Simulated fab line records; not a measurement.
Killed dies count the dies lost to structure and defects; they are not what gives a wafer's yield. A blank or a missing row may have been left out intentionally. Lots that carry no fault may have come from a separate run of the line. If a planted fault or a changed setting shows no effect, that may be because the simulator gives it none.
Lot-split experiment || flow n5-finfet || 21 wafers read from 7 lots, route of 1938 steps

## ON THE SPLIT
At N5_BEOL_M4_DESCUM_16 (chemistry O2, time 7 s), the setting time-s was moved away from the recipe's 7 s on 8 of the 21 wafers read, by -20.0% to +13.4%. This setting was run at the recipe's value on the other wafers.

Split to reading: the file shows no intervening step.

## THE READING
CAR-EUV_of_BEOL_M4_COAT_05.thk-nm (the simulator's own value, which no gauge read), in nm, at N5_BEOL_M4_ETCH_74 (etches underlayer in N2/H2, target depth 6.5 nm, time 5.2 s). The file does not state a usual value for it. The 13 wafers here that ran the recipe average 20.3 nm, standard deviation 0.097 nm.

{"wafer": "L075.1", "tool, chamber at the split": "rie-diel-03, 1,0", "time-s as run, s": 7, "against the recipe": "recipe", "CAR-EUV_of_BEOL_M4_COAT_05.thk-nm, nm": 20.4, "against lot-mates on the recipe": "-"}
{"wafer": "L075.3", "tool, chamber at the split": "rie-diel-03, 1,0", "time-s as run, s": 7, "against the recipe": "recipe", "CAR-EUV_of_BEOL_M4_COAT_05.thk-nm, nm": 20.4, "against lot-mates on the recipe": "-"}
{"wafer": "L075.6", "tool, chamber at the split": "rie-diel-03, 0", "time-s as run, s": 7.792, "against the recipe": "+11.3%", "CAR-EUV_of_BEOL_M4_COAT_05.thk-nm, nm": 20, "against lot-mates on the recipe": -0.4}
{"wafer": "L080.1", "tool, chamber at the split": "rie-diel-02, 2", "time-s as run, s": 5.602, "against the recipe": "-20.0%", "CAR-EUV_of_BEOL_M4_COAT_05.thk-nm, nm": 21, "against lot-mates on the recipe": "no lot-mate on the recipe"}
{"wafer": "L080.2", "tool, chamber at the split": "rie-diel-02, 0,3", "time-s as run, s": 5.602, "against the recipe": "-20.0%", "CAR-EUV_of_BEOL_M4_COAT_05.thk-nm, nm": 21, "against lot-mates on the recipe": "no lot-mate on the recipe"}
{"wafer": "L080.4", "tool, chamber at the split": "rie-diel-02, 0,3", "time-s as run, s": 5.602, "against the recipe": "-20.0%", "CAR-EUV_of_BEOL_M4_COAT_05.thk-nm, nm": 21, "against lot-mates on the recipe": "no lot-mate on the recipe"}
{"wafer": "L082.2", "tool, chamber at the split": "rie-diel-02, 1", "time-s as run, s": 7.9, "against the recipe": "+12.9%", "CAR-EUV_of_BEOL_M4_COAT_05.thk-nm, nm": 20, "against lot-mates on the recipe": -0.4}
{"wafer": "L082.4", "tool, chamber at the split": "rie-diel-02, 3", "time-s as run, s": 7, "against the recipe": "recipe", "CAR-EUV_of_BEOL_M4_COAT_05.thk-nm, nm": 20.4, "against lot-mates on the recipe": "-"}
{"wafer": "L082.6", "tool, chamber at the split": "rie-diel-02, 1", "time-s as run, s": 7.9, "against the recipe": "+12.9%", "CAR-EUV_of_BEOL_M4_COAT_05.thk-nm, nm": 19.8, "against lot-mates on the recipe": -0.6}
{"wafer": "L091.2", "tool, chamber at the split": "rie-diel-06, 0,3", "time-s as run, s": 7, "against the recipe": "recipe", "CAR-EUV_of_BEOL_M4_COAT_05.thk-nm, nm": 20.4, "against lot-mates on the recipe": "-"}
{"wafer": "L091.3", "tool, chamber at the split": "rie-diel-06, 0,3", "time-s as run, s": 7, "against the recipe": "recipe", "CAR-EUV_of_BEOL_M4_COAT_05.thk-nm, nm": 20.2, "against lot-mates on the recipe": "-"}
{"wafer": "L091.4", "tool, chamber at the split": "rie-diel-06, 1", "time-s as run, s": 7.94, "against the recipe": "+13.4%", "CAR-EUV_of_BEOL_M4_COAT_05.thk-nm, nm": 20, "against lot-mates on the recipe": -0.3}
{"wafer": "L095.2", "tool, chamber at the split": "rie-diel-02, 0,2,1", "time-s as run, s": 7, "against the recipe": "recipe", "CAR-EUV_of_BEOL_M4_COAT_05.thk-nm, nm": 20.2, "against lot-mates on the recipe": "-"}
{"wafer": "L095.3", "tool, chamber at the split": "rie-diel-02, 0,2,1", "time-s as run, s": 7, "against the recipe": "recipe", "CAR-EUV_of_BEOL_M4_COAT_05.thk-nm, nm": 20.2, "against lot-mates on the recipe": "-"}
{"wafer": "L095.4", "tool, chamber at the split": "rie-diel-02, 0,2,1", "time-s as run, s": 7, "against the recipe": "recipe", "CAR-EUV_of_BEOL_M4_COAT_05.thk-nm, nm": 20.4, "against lot-mates on the recipe": "-"}
{"wafer": "L097.1", "tool, chamber at the split": "rie-diel-06, 1,3", "time-s as run, s": 7, "against the recipe": "recipe", "CAR-EUV_of_BEOL_M4_COAT_05.thk-nm, nm": 20.4, "against lot-mates on the recipe": "-"}
{"wafer": "L097.2", "tool, chamber at the split": "rie-diel-06, 1,3", "time-s as run, s": 7, "against the recipe": "recipe", "CAR-EUV_of_BEOL_M4_COAT_05.thk-nm, nm": 20.4, "against lot-mates on the recipe": "-"}
{"wafer": "L097.3", "tool, chamber at the split": "rie-diel-06, 2", "time-s as run, s": 7, "against the recipe": "recipe", "CAR-EUV_of_BEOL_M4_COAT_05.thk-nm, nm": 20.4, "against lot-mates on the recipe": "-"}
{"wafer": "L096.1", "tool, chamber at the split": "rie-diel-06, 0,2", "time-s as run, s": 7, "against the recipe": "recipe", "CAR-EUV_of_BEOL_M4_COAT_05.thk-nm, nm": 20.2, "against lot-mates on the recipe": "-"}
{"wafer": "L096.5", "tool, chamber at the split": "rie-diel-06, 0,2", "time-s as run, s": 7, "against the recipe": "recipe", "CAR-EUV_of_BEOL_M4_COAT_05.thk-nm, nm": 20.2, "against lot-mates on the recipe": "-"}
{"wafer": "L096.4", "tool, chamber at the split": "rie-diel-06, 3", "time-s as run, s": 5.977, "against the recipe": "-14.6%", "CAR-EUV_of_BEOL_M4_COAT_05.thk-nm, nm": 20.8, "against lot-mates on the recipe": "+0.6"}
Where a row lists several chambers, the file gives one row for several wafers and doesn't say which wafer went through which chamber.

THE FIT
A straight line over all 21 wafers: CAR-EUV_of_BEOL_M4_COAT_05.thk-nm changes by -0.0323 nm for each +1% of time-s; r = -0.96; the points scatter about the line by 0.091 nm.
The same after taking each lot's own level away (the mean of its wafers on the recipe; 18 wafers): -0.0358 nm for each +1%; r = -0.95; scatter 0.082 nm.
On that fit, the largest move of time-s shifts the reading by 0.72 nm.
From 20.20 to 20.40 nm: that is the span of the lots' own levels, equal to 2.1 times the standard deviation above.
The two slopes are in agreement: the lot-to-lot level therefore moves the slope only a little.
Check: with one of the wafers moved furthest among these (-14.6%) left out of the fit, the line predicts +0.488 nm for it against its lot-mates. It came out at +0.6 nm against them.

## THE OTHER SPLITS THESE WAFERS WENT THROUGH
Note: prior to the reading, these wafers also went through further splits. Each is held against what the fit with the lots' levels taken away leaves over:
{"other split on the same wafers": "N5_BEOL_M2_TRENCH_ETCH_37 bias-w", "wafers away from the commonest value": 5, "r with CAR-EUV_of_BEOL_M4_COAT_05.thk-nm (lot level and that fit taken away)": -0.01}

## THE WHOLE CHAIN: every reading that the file lists as answering this split, in the file's order
{"step": "N5_BEOL_M4_DESCUM_16", "what it does": "chemistry O2, time 7 s", "reading": "CAR-EUV_of_BEOL_M4_COAT_05.thk-nm (the simulator's own value, which no gauge read)", "change (the file's fit)": "-0.0285 nm for each +1% of the setting", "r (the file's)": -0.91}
{"step": "N5_BEOL_M4_ETCH_74", "what it does": "etches underlayer in N2/H2, target depth 6.5 nm, time 5.2 s", "reading": "CAR-EUV_of_BEOL_M4_COAT_05.thk-nm (the simulator's own value, which no gauge read)", "change (the file's fit)": "-0.0346 nm for each +1% of the setting", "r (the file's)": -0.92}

## FILE'S OWN FIT
CAR-EUV_of_BEOL_M4_COAT_05.thk-nm changes by -0.0346 nm for each +1% of time-s, r = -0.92.
